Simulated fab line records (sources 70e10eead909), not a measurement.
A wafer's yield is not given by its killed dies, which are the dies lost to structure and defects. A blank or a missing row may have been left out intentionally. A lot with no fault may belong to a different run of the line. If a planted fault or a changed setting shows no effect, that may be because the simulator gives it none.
Which of the tools did it? ; flow nand harc ; 15 lots, 45 wafers sampled, at 5 steps of a route of 1159

== WHAT THE GAUGES READ, wafer by wafer ==
Not one reading of a measure or inspect step in the record can be checked against a usual standard deviation.

== TOOL THAT RAN EACH LOT (tool first, then ch and the chambers of the sampled wafers, then the start) ==
lot;NHARC_A_CHANNEL_FILL_D1_ALD_15;NHARC_A_CHANNEL_FILL_D1_ETCHBACK_19;NHARC_A_CHANNEL_FILL_D1_ETCHBACK_20;NHARC_A_CHANNEL_FILL_D1_CVD_09;NHARC_A_CHANNEL_FILL_D1_CMP_10
L638;ald sin batch-01 ch 0, day 10 03:13 or earlier;rie si-01 ch 0,1,3, day 10 03:13;rie diel-12 ch 0,2,3, day 10 03:20;lpcvd poly-04 ch 0, day 11 00:02;cmp-03 ch 0,1,3, day 11 03:15
L641;ald sin batch-02 ch 0, day 10 10:13 or earlier;rie si-01 ch 0,3, day 10 10:13;rie diel-11 ch 0,2, day 10 10:22;lpcvd poly-01 ch 0, day 11 06:35;cmp-03 ch 0,1,3, day 11 09:47
L642;ald sin batch-02 ch 0, day 10 14:35 or earlier;rie si-06 ch 0,2,3, day 10 14:35;rie diel-10 ch 0,1,2, day 10 14:42;lpcvd poly-04 ch 0, day 11 11:06;cmp-04 ch 1,2, day 11 14:24
L643;ald sin batch-03 ch 0, day 10 20:24 or earlier;rie si-06 ch 0,2,3, day 10 20:24;rie diel-12 ch 1,2,3, day 10 20:31;lpcvd poly-01 ch 0, day 11 16:43;cmp-03 ch 0,1, day 11 19:53
L644;ald sin batch-01 ch 0, day 11 07:59 or earlier;rie si-02 ch 2,3, day 11 07:59;rie diel-11 ch 0,2,3, day 11 08:05;lpcvd poly-04 ch 0, day 12 05:24;cmp-04 ch 0,3, day 12 08:35
L645;ald sin batch-01 ch 0, day 11 23:19 or earlier;rie si-06 ch 1,2, day 11 23:19;rie diel-10 ch 1,2, day 11 23:28;lpcvd poly-01 ch 0, day 12 19:38;cmp-02 ch 0,1,2, day 12 22:45
L647;ald sin batch-01 ch 0, day 11 23:20 or earlier;rie si-01 ch 0,3, day 11 23:20;rie diel-12 ch 0,1,3, day 11 23:29;lpcvd poly-01 ch 0, day 12 19:38;cmp-04 ch 0,3, day 12 22:45
L650;ald sin batch-02 ch 0, day 12 16:41 or earlier;rie si-02 ch 0,2,3, day 12 16:41;rie diel-12 ch 1,2,3, day 12 16:47;lpcvd poly-04, day 13 12:43;cmp-03 ch 2,3, day 13 15:55
L651;ald sin batch-02 ch 0, day 12 16:40 or earlier;rie si-06 ch 0,3, day 12 16:40;rie diel-11 ch 1,2,3, day 12 16:49;lpcvd poly-04, day 13 12:43;cmp-02 ch 1,2,3, day 13 15:55
L648;ald sin batch-01 ch 0, day 12 20:40 or earlier;rie si-06 ch 1,2, day 12 20:40;rie diel-10 ch 0,1,2, day 12 20:48;lpcvd poly-02, day 13 16:43;cmp-03 ch 1,2, day 13 19:54
L653;ald sin batch-01 ch 0, day 13 16:01 or earlier;rie si-06 ch 0,2, day 13 16:01;rie diel-10 ch 1,2,3, day 13 16:08;lpcvd poly-02 ch 0, day 14 11:59;cmp-04 ch 0,1, day 14 15:08
L657;ald sin batch-01 ch 0, day 14 06:48 or earlier;rie si-01 ch 2,3, day 14 06:48;rie diel-10 ch 1,2, day 14 06:56;lpcvd poly-02 ch 0, day 15 02:56;cmp-04 ch 0,2,3, day 15 06:11
L658;ald sin batch-01 ch 0, day 14 19:31 or earlier;rie si-02 ch 0,2,3, day 14 19:31;rie diel-10 ch 0,2,3, day 14 19:39;lpcvd poly-04 ch 0, day 15 15:50;cmp-04 ch 0,3, day 15 18:58
L659;ald sin batch-01 ch 0, day 14 19:32 or earlier;rie si-06 ch 0,1,3, day 14 19:32;rie diel-10 ch 0,1, day 14 19:41;lpcvd poly-02 ch 0, day 15 19:19;cmp-02 ch 0,2,3, day 15 22:31
L660;ald sin batch-01 ch 0, day 15 10:33 or earlier;rie si-02 ch 0,1, day 15 10:33;rie diel-10 ch 0,2, day 15 10:41;lpcvd poly-02 ch 0, day 16 06:31;cmp-04 ch 0,3, day 16 09:43
- NHARC_A_CHANNEL_FILL_D1_ALD_15: deposits SiNx, target thk 2 nm, pulse time 60 s, ald cycles 19.
- NHARC_A_CHANNEL_FILL_D1_ETCHBACK_19: etches the open film in HBr/Cl2, target depth 5 nm, time 1.7 s.
- NHARC_A_CHANNEL_FILL_D1_ETCHBACK_20: etches the open film in C4F8/O2/Ar, target depth 27 nm, time 13.5 s.
- NHARC_A_CHANNEL_FILL_D1_CVD_09: deposits poly-Si, target thk 150 nm, time 3000 s.
- NHARC_A_CHANNEL_FILL_D1_CMP_10: polishes, target thk 150 nm.

== WHAT THE TOOLS THEMSELVES READ (means of the sampled wafers that have a number; where no wafer has one, the mark that the record gives instead) ==
NHARC_A_CHANNEL_FILL_D1_ALD_15. Usual: precursor pulse height rel 1.000, standard deviation 0.02.
lot;tool;precursor pulse height rel;flag
L638;ald sin batch-01;0.996;
L641;ald sin batch-02;0.997;
L642;ald sin batch-02;0.991;
L643;ald sin batch-03;0.999;
L644;ald sin batch-01;0.999;
L645;ald sin batch-01;0.997;
L647;ald sin batch-01;0.988;
L650;ald sin batch-02;1.004;
L651;ald sin batch-02;0.990;
L648;ald sin batch-01;0.993;
L653;ald sin batch-01;0.995;
L657;ald sin batch-01;1.004;
L658;ald sin batch-01;1.009;
L659;ald sin batch-01;1.023;
L660;ald sin batch-01;0.998;

NHARC_A_CHANNEL_FILL_D1_ETCHBACK_19. Usual: drypump motor current A 5.7 A, standard deviation 0.4; he backside leak sccm 2.74 sccm, standard deviation 0.25; oes product au 1.000 a.u., standard deviation 0.015; throttle valve pct 26.405 %, standard deviation 0.0095.
lot;tool;drypump motor current A (A);he backside leak sccm (sccm);oes product au (a.u.);throttle valve pct (%);flag
L638;rie si-01;5.7;2.87;0.995;26.396;
L641;rie si-01;5.6;2.60;0.989;26.398;
L642;rie si-06;5.8;2.73;0.999;26.402;
L643;rie si-06;5.8;2.75;0.995;26.403;
L644;rie si-02;5.9;3.08;1.015;26.396;
L645;rie si-06;5.3;2.60;0.992;26.405;
L647;rie si-01;5.5;2.62;0.984;26.396;
L650;rie si-02;5.8;2.68;1.001;26.408;
L651;rie si-06;5.7;2.72;1.007;26.400;
L648;rie si-06;5.3;2.49;0.982;26.404;
L653;rie si-06;5.9;2.71;0.987;26.399;
L657;rie si-01;5.4;2.93;0.997;26.412;
L658;rie si-02;5.8;3.13;0.995;26.400;
L659;rie si-06;5.4;2.66;1.006;26.407;
L660;rie si-02;5.8;2.79;1.001;26.417;

NHARC_A_CHANNEL_FILL_D1_ETCHBACK_20. Usual: oes product au 0.96 a.u., standard deviation 0.04; rf vpp V 978 V, standard deviation 4.3.
lot;tool;oes product au (a.u.);rf vpp V (V);flag
L638;rie diel-12;1.01;975;
L641;rie diel-11;1.00;977;
L642;rie diel-10;1.00;977;
L643;rie diel-12;0.93;975;
L644;rie diel-11;0.91;981;
L645;rie diel-10;0.98;976;
L647;rie diel-12;1.00;973;
L650;rie diel-12;1.00;975;
L651;rie diel-11;1.00;981;
L648;rie diel-10;0.93;978;
L653;rie diel-10;1.00;978;
L657;rie diel-10;0.92;976;
L658;rie diel-10;0.92;978;
L659;rie diel-10;0.99;980;
L660;rie diel-10;0.92;977;

NHARC_A_CHANNEL_FILL_D1_CVD_09. Usual: pressure mtorr 200.0 mTorr, standard deviation 0.41; run length s 3001.9 s, standard deviation 0.56; spike tc bottom C 644.5 C, standard deviation 1.2; spike tc lower C 620.0 C, standard deviation 1.4; spike tc upper C 620.1 C, standard deviation 1.4; tube center temp C 620 C, standard deviation 0.062.
lot;tool;pressure mtorr (mTorr);run length s (s);spike tc bottom C (C);spike tc lower C (C);spike tc upper C (C);tube center temp C (C);flag
L638;lpcvd poly-04;200.3;3002.6;644.6;619.0;620.8;620;
L641;lpcvd poly-01;200.0;3001.8;643.0;619.8;619.5;620;
L642;lpcvd poly-04;200.1;3002.4;644.0;620.0;622.4;620;
L643;lpcvd poly-01;200.1;3001.7;644.9;619.9;619.8;620;
L644;lpcvd poly-04;199.5;3002.6;644.5;619.5;621.5;620;
L645;lpcvd poly-01;200.1;3001.8;642.9;618.9;619.8;620;
L647;lpcvd poly-01;200.2;3001.7;642.9;619.9;620.1;620;
L650;lpcvd poly-04;-;-;-;-;-;-;OFF
L651;lpcvd poly-04;-;-;-;-;-;-;OFF
L648;lpcvd poly-02;-;-;-;-;-;-;OFF
L653;lpcvd poly-02;199.8;3001.3;644.3;621.4;619.1;620;
L657;lpcvd poly-02;199.9;3001.0;645.4;620.9;618.3;620;
L658;lpcvd poly-04;200.4;3003.0;644.4;619.0;621.0;620;
L659;lpcvd poly-02;200.6;3001.3;644.4;620.7;619.2;620;
L660;lpcvd poly-02;200.3;3001.3;645.8;621.4;618.5;620;

NHARC_A_CHANNEL_FILL_D1_CMP_10. Usual: motor current A 12.5 A, standard deviation 1.3; time to endpoint s 15 s, standard deviation 3.7.
lot;tool;motor current A (A);time to endpoint s (s);flag
L638;cmp-03;12.6;13;
L641;cmp-03;12.4;14;
L642;cmp-04;12.2;14;
L643;cmp-03;11.1;14;
L644;cmp-04;12.0;22;
L645;cmp-02;12.3;11;
L647;cmp-04;11.7;21;
L650;cmp-03;14.6;5;
L651;cmp-02;12.3;5;
L648;cmp-03;12.3;3;OFF
L653;cmp-04;12.5;15;
L657;cmp-04;12.9;17;
L658;cmp-04;11.9;20;
L659;cmp-02;13.3;11;
L660;cmp-04;11.9;19;

== THE ANSWER, worked out from the rows above alone ==
Rule: a lot counts as off when the mean over its wafers that have a number is more than 3 standard deviations away from the usual mean. A lot without any number at a reading at which 4 lots or more have one is off too. Any other lot the step has rows for is counted as sound. The gauges are gone through in route order, then the tools' own readings, and for those a lot's mean is taken as printed above. At the first step where some lot is off, the reading lying furthest off is the one used; lots without a number count as furthest.
Off, at NHARC_A_CHANNEL_FILL_D1_CVD_09 on pressure mtorr: L650, L651, L648. Without a number there: L650, L651, L648.
A tool fits if, at that step or a process step before it, it ran every lot that is off, and no sound lot after the first of them. Because NHARC_A_CHANNEL_FILL_D1_ALD_15 lacks a start for some lots, the hours and order of its lots are taken from NHARC_A_CHANNEL_FILL_D1_ETCHBACK_19. No candidate that was tried fits.

== WHAT WAS PUT IN BY THE SIMULATOR ==
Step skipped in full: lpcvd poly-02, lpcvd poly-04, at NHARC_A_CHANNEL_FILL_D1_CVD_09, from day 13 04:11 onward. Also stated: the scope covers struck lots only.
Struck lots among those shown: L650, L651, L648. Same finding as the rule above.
